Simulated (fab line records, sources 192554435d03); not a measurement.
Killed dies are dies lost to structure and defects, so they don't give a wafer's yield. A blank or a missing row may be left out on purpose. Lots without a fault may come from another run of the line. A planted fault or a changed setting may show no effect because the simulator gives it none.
Which tool was responsible? | flow n5_finfet | 11 lots with 33 wafers sampled at 6 steps, on a route of 1938 steps

## WHAT THE GAUGES SHOWED, per wafer
N5_ZERO_LAYER_INSPECT_20: inspects for defects (darkfield).
lot  | measured    | on                | raw_defect_count
L897 | day 1 19:15 | defect_inspect-01 | 59 56 46
L899 | day 2 07:36 | defect_inspect-01 | 37 46 45
L901 | day 2 19:25 | defect_inspect-02 | 27 36 38
L902 | day 3 02:01 | defect_inspect-02 | 36 44 44
L905 | day 3 19:23 | defect_inspect-01 | 38 19 29
L907 | day 4 07:24 | defect_inspect-01 | 27 68 74
L910 | day 5 01:16 | defect_inspect-01 | 31 16 26
L911 | day 5 07:16 | defect_inspect-02 | 39 47 29
L912 | day 5 13:23 | defect_inspect-02 | 53 34 44
L918 | day 7 01:28 | defect_inspect-01 | 10 25 37
L919 | day 7 07:23 | defect_inspect-02 | 35 13 17

N5_WELL_APT_CD_MEAS_25: the cd target is 200 nm.
lot  | measured    | on        | cd_nm (nm)
L897 | day 1 21:17 | cd_sem-03 | 201.1 196.7 201.9
L899 | day 2 09:25 | cd_sem-02 | 202.4 198.3 202.0
L901 | day 2 21:36 | cd_sem-03 | 200.7 201.4 198.3
L902 | day 3 03:47 | cd_sem-03 | 200.7 202.3 203.3
L905 | day 3 22:01 | cd_sem-01 | 196.7 197.0 200.3
L907 | day 4 08:52 | cd_sem-03 | 202.7 201.2 199.7
L910 | day 5 02:41 | cd_sem-02 | - - -
L911 | day 5 08:49 | cd_sem-02 | - - -
L912 | day 5 14:56 | cd_sem-02 | - - -
L918 | day 7 03:10 | cd_sem-03 | 204.3 201.9 203.4
L919 | day 7 09:05 | cd_sem-01 | 201.0 198.0 203.4

N5_PMOS_HMC_CHANNEL_EPI_INSPECT_11: inspects for defects (macro).
lot  | measured    | on                | raw_defect_count
L897 | day 1 23:23 | defect_inspect-01 | 0 5 1
L899 | day 2 11:45 | defect_inspect-01 | 4 1 2
L901 | day 2 23:57 | defect_inspect-01 | 1 6 2
L902 | day 3 06:35 | defect_inspect-01 | 4 1 2
L905 | day 4 02:17 | defect_inspect-02 | 2 0 3
L907 | day 4 11:11 | defect_inspect-01 | 3 2 1
L918 | day 7 05:34 | defect_inspect-01 | 0 2 1
L919 | day 7 11:18 | defect_inspect-01 | 2 2 4

N5_BEOL_M4_RC_MEAS_101.
lot  | measured     | on        | DIBL_N (mV/V)  | DIBL_P (mV/V)  | IOFF_N (nA/um) | IOFF_P (nA/um) | ION_N (uA/um) | ION_P (uA/um) | SS_N (mV/dec)  | SS_P (mV/dec)  | VT_N (mV)   | VT_P (mV)
L897 | day 8 08:42  | prober-02 | 38.8 37.1 37.7 | 38.8 36.6 37.8 | 0.20 0.16 0.17 | 0.24 0.21 0.22 | 703 689 686   | 474 465 468   | 72.0 72.3 72.0 | 73.3 72.3 73.2 | 248 249 251 | -250 -251 -251
L899 | day 9 10:50  | prober-02 | 37.1 35.7 35.9 | 37.5 34.3 36.3 | 0.18 0.16 0.16 | 0.23 0.17 0.20 | 682 668 684   | 465 451 465   | 72.0 72.5 71.1 | 73.7 73.5 73.9 | 246 251 250 | -249 -252 -254
L901 | day 9 12:51  | prober-01 | 40.0 38.2 34.4 | 39.7 38.1 33.4 | 0.23 0.17 0.12 | 0.24 0.21 0.16 | 689 662 680   | 455 449 463   | 72.8 72.8 70.5 | 74.9 73.2 72.3 | 244 248 255 | -251 -254 -255
L902 | day 9 22:41  | prober-02 | 38.3 35.8 40.0 | 38.3 34.9 39.5 | 0.19 0.15 0.22 | 0.22 0.19 0.24 | 682 689 701   | 461 468 474   | 71.7 71.2 72.4 | 73.7 73.6 74.3 | 248 248 244 | -250 -250 -249
L905 | day 10 21:11 | prober-02 | 37.7 32.6 39.5 | 37.3 31.9 40.4 | 0.18 0.10 0.22 | 0.23 0.16 0.28 | 680 664 678   | 463 460 464   | 72.4 69.9 71.7 | 73.0 72.2 74.3 | 249 255 247 | -248 -253 -247
L907 | day 11 03:32 | prober-01 | 37.2 34.2 35.3 | 36.5 34.1 36.3 | 0.19 0.13 0.16 | 0.20 0.17 0.21 | 695 646 665   | 472 446 454   | 71.7 70.3 71.2 | 73.8 72.6 73.6 | 246 250 247 | -254 -256 -252
L918 | day 14 04:28 | prober-02 | 33.7 33.2 38.4 | 32.3 31.3 37.8 | 0.11 0.10 0.18 | 0.14 0.14 0.21 | 653 664 669   | 450 453 455   | 69.8 70.4 71.6 | 71.8 71.6 73.5 | 254 256 249 | -255 -258 -254
L919 | day 14 01:08 | prober-01 | 35.8 40.4 31.0 | 38.1 42.0 31.3 | 0.15 0.26 0.08 | 0.23 0.31 0.13 | 661 701 647   | 461 482 449   | 70.6 72.5 69.6 | 74.0 75.7 71.7 | 250 242 260 | -250 -245 -255

## TOOL THAT RAN EACH LOT (tool first, then ch and the chambers of the sampled wafers, then the start)
lot  | N5_ZERO_LAYER_STRIP_24              | N5_WELL_APT_COAT_19
L897 | plasma_asher-01 ch 0, day 1 18:53   | litho_track-05 ch 0, day 1 21:01
L899 | plasma_asher-01 ch 0,1, day 2 06:59 | litho_track-04 ch 0, day 2 09:01
L901 | plasma_asher-01 ch 0,1, day 2 19:05 | litho_track-02 ch 0, day 2 21:20
L902 | plasma_asher-01 ch 1, day 3 01:39   | litho_track-05 ch 0, day 3 03:23
L905 | plasma_asher-02 ch 0,1, day 3 19:01 | litho_track-02 ch 0, day 3 21:44
L907 | plasma_asher-02 ch 0,1, day 4 07:03 | litho_track-04 ch 0, day 4 08:36
L910 | plasma_asher-01 ch 0,1, day 5 00:53 | litho_track-04, day 5 02:25
L911 | plasma_asher-01 ch 0,1, day 5 06:54 | litho_track-05, day 5 08:34
L912 | plasma_asher-01 ch 0,1, day 5 13:02 | litho_track-02, day 5 14:32
L918 | plasma_asher-02 ch 0,1, day 7 01:06 | litho_track-05 ch 0, day 7 02:46
L919 | plasma_asher-01 ch 0,1, day 7 07:02 | litho_track-05 ch 0, day 7 08:41
- N5_ZERO_LAYER_STRIP_24: strips in O2.
- N5_WELL_APT_COAT_19: resist thk 950 nm.

## AS READ BY THE TOOLS THEMSELVES (means over the sampled wafers that have a number; for cases with no such wafer, the mark the record gives instead)
N5_ZERO_LAYER_STRIP_24.
lot  | tool            | drypump_motor_current_A (A) | heater_power_w (W) | oes_product_au (a.u.) | strip_time_to_endpoint_s (s)
L897 | plasma_asher-01 | 5.89                        | 347                | 0.648                 | 43.79
L899 | plasma_asher-01 | 6.15                        | 316                | 0.650                 | 43.88
L901 | plasma_asher-01 | 6.14                        | 318                | 0.647                 | 43.83
L902 | plasma_asher-01 | 6.25                        | 300                | 0.648                 | 43.97
L905 | plasma_asher-02 | 5.79                        | 341                | 0.649                 | 43.89
L907 | plasma_asher-02 | 5.65                        | 329                | 0.646                 | 43.92
L910 | plasma_asher-01 | 6.02                        | 332                | 0.644                 | 43.84
L911 | plasma_asher-01 | 6.02                        | 334                | 0.647                 | 43.84
L912 | plasma_asher-01 | 6.11                        | 312                | 0.647                 | 43.85
L918 | plasma_asher-02 | 5.79                        | 339                | 0.646                 | 43.89
L919 | plasma_asher-01 | 6.02                        | 337                | 0.645                 | 43.84

N5_WELL_APT_COAT_19.
lot  | tool           | chill_plate_temp_C (C) | dispense_pressure_kPa (kPa) | spin_speed_rpm (rpm)
L897 | litho_track-05 | 22.91                  | 55                          | 1357.1
L899 | litho_track-04 | 22.90                  | 53                          | 1356.6
L901 | litho_track-02 | 22.94                  | 45                          | 1357.1
L902 | litho_track-05 | 22.96                  | 55                          | 1358.6
L905 | litho_track-02 | 22.82                  | 45                          | 1357.3
L907 | litho_track-04 | 23.06                  | 53                          | 1357.2
L910 | litho_track-04 | -                      | -                           | -
L911 | litho_track-05 | -                      | -                           | -
L912 | litho_track-02 | -                      | -                           | -
L918 | litho_track-05 | 22.89                  | 55                          | 1357.0
L919 | litho_track-05 | 23.05                  | 55                          | 1357.5

## THE ANSWER, worked out from the rows above alone
Rule: the usual values come from the lots themselves. Put in order of their means at a reading, lots are off if they are a third of the lots or fewer, leave a main group of 4 or more, and stand apart from it by a gap of 3 or more times the standard deviation of the main group's means; of several such gaps the widest counts. The tables above print the reading to a certain number of digits; a main group whose means all agree to those digits is not used. A lot without any number at a reading at which 4 lots or more have one is off too. Where the step has rows for the other lots, those lots are counted as sound. After the gauges, taken in route order, come the tools' own readings; for these a lot's mean is taken, as printed above. The first step at which some lot is off is used, and at that step the reading that is off furthest; a lot without a number counts as furthest.
Off, at N5_WELL_APT_CD_MEAS_25 on cd_nm: L910, L911, L912. Without a number there: L910, L911, L912. The main group: mean 200.8 nm, standard deviation 1.4.
If a tool, at a process step before that reading, ran all the lots that are off and no sound lot after the first of them, it fits. The gauges at N5_WELL_APT_CD_MEAS_25 aren't tried: what is off there is off at N5_WELL_APT_COAT_19 too, on other tools, and a gauge's error can't cause that. None of those tried fits.

## WHAT WAS PUT IN BY THE SIMULATOR
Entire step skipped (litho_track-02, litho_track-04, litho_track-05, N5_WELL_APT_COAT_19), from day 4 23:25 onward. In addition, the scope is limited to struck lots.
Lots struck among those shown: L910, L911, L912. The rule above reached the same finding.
